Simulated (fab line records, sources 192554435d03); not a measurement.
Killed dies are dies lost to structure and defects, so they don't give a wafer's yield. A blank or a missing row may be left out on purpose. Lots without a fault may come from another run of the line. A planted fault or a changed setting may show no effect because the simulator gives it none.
A struck lot beside a sound one | flow n5_finfet | 38 steps out of a route of 1938
Sound: wafers L728.1, L728.3, L728.4. Struck: wafers L731.2, L731.5, L731.6. The cause comes at the end.
At each step with rows: each side's tool, then ch and its chambers, then its first start. Under that, the readings that differ: sound wafers | struck wafers | difference of the means | sigmas: that difference in standard deviations of wafers without a fault.
alike: readings whose means differ by less than 2 such deviations, and words and numbers that are the same on both sides. not compared: withheld readings, readings that some wafer has no value for, bounds like >300 that may hide the same value, and numbers for which the record gives no deviation and whose values overlap.
The two part at a step that has a row with sigmas, a row that says differs or no value, or rows on one side only. Numbers that don't overlap but have no deviation are shown without sigmas and don't part them. A reading that every wafer of one side lacks parts them only if that side has two wafers or more.

first, 9 steps without rows for these wafers: N5_BEOL_M4_ANNEAL_95 (time 240 s); N5_BEOL_M4_SPUTTER_96 (material Cu, target thk 4.5 nm, time 8.29 s); N5_BEOL_M4_ECD_50 (material Cu, target thk 300 nm); N5_BEOL_M4_ANNEAL_51 (time 90 s); N5_BEOL_M4_CMP_52 (polishes, stops on SiOC, t overpolish 6.8 s, target thk 40 nm); N5_BEOL_M4_PRE_CLEAN_60 (time 15 s); N5_BEOL_M4_CO_CAP_55 (material Co, precursor CCTBA/H2, target thk 2 nm, time 102.1 s); N5_BEOL_M4_PRE_CLEAN_56 (time 15 s); N5_BEOL_M4_DEP_57 (deposits SiCN from 3MS/NH3, target thk 8 nm, time 14 s).
N5_BEOL_M4_RC_MEAS_101:
  sound on prober-01 ch 0, day 11 22:49; struck on prober-01 ch 0, day 12 11:51
  alike: DIBL_N, DIBL_P, IOFF_N, IOFF_P, ION_N, ION_P, SS_N, SS_P, VT_N, VT_P
then, 24 steps without rows for these wafers: N5_BEOL_M5_ILD_DEP_00 (deposits SiCOH lowk from DEMS/porogen, target thk 140.64 nm, time 25.9 s); N5_BEOL_M5_CURE_79 (cures SiCOH lowk, time 240 s); N5_BEOL_M5_PECVD_70 (deposits SiO2 from TEOS/O2, target thk 16 nm, time 18 s); N5_BEOL_M5_HM_DEP_02 (deposits TiN, target thk 20 nm); N5_BEOL_M5_COAT_59 (time 60 s, resist thk 60 nm); N5_BEOL_M5_COAT_60 (time 60 s, resist thk 12 nm); N5_BEOL_M5_COAT_71 (time 60 s, resist thk 5 nm); N5_BEOL_M5_COAT_05 (resist thk 30 nm); N5_BEOL_M5_EBR_07; N5_BEOL_M5_SOFTBAKE_06 (time 60 s); N5_BEOL_M5_EXPOSE_08 (exposes mask M5, target cd 28 nm); N5_BEOL_M5_PEB_09 (peb time 60 s); N5_BEOL_M5_DEVELOP_10 (develop time 30 s); N5_BEOL_M5_DESCUM_16 (chemistry O2, time 7 s); N5_BEOL_M5_ETCH_72 (etches underlayer in N2/H2, target depth 6.5 nm, time 5.2 s); N5_BEOL_M5_ETCH_61 (etches SiARC in CF4, target depth 15.6 nm, time 26 s); N5_BEOL_M5_ETCH_62 (etches SOC in N2/H2, target depth 75 nm, overetch 15 nm, time 112.5 s); N5_BEOL_M5_STRIP_63 (strips in N2/H2); N5_BEOL_M5_STRIP_73 (strips in N2/H2); N5_BEOL_M5_STRIP_64 (strips in CF4); N5_BEOL_M5_HM_OPEN_17 (chemistry Cl2/BCl3, target TiN, target depth 20 nm, overetch 6 nm); N5_BEOL_M5_STRIP_19 (strips in O2); N5_BEOL_M5_COAT_65 (time 60 s, resist thk 60 nm); N5_BEOL_M5_COAT_66 (time 60 s, resist thk 12 nm).
-- the record jumps here: 3 days lie between the struck wafers' starts before and after (it left off in module BEOL_M5 and takes up again in module BEOL_M12, whose first step shown is number 1602 of the route) --
N5_BEOL_M12_ILD_DEP_00: deposits SiOC from DEMS/O2, target thk 658.92 nm, time 130.7 s.
  sound on pecvd-03 ch 1,2, day 14 19:19; struck on pecvd-01 ch 0,2, day 15 08:44
  alike: heater_power_w, showerhead_plenum_p_Torr, throttle_valve_pct
N5_BEOL_M12_THK_MEAS_01:
  sound on film_metro-01, day 14 19:26; struck on film_metro-01, day 15 08:52
  reading          | sound       | struck      | difference | sigmas
  M12_ILD_THK (nm) | 637 650 657 | 582 585 578 | -66        | -7
N5_BEOL_M12_OCD_MEAS_35:
  sound on ocd-01, day 14 21:29; struck on ocd-01, day 15 11:14
  alike: trench_depth_nm
N5_PASSIVATION_PROBE_49:
  the record has rows for the struck wafers here (prober-02, day 16 21:01) and none for the sound ones

WHERE THEY PART
First at N5_BEOL_M12_THK_MEAS_01; last, within this record, at N5_PASSIVATION_PROBE_49.

WHY: what the simulator had put in
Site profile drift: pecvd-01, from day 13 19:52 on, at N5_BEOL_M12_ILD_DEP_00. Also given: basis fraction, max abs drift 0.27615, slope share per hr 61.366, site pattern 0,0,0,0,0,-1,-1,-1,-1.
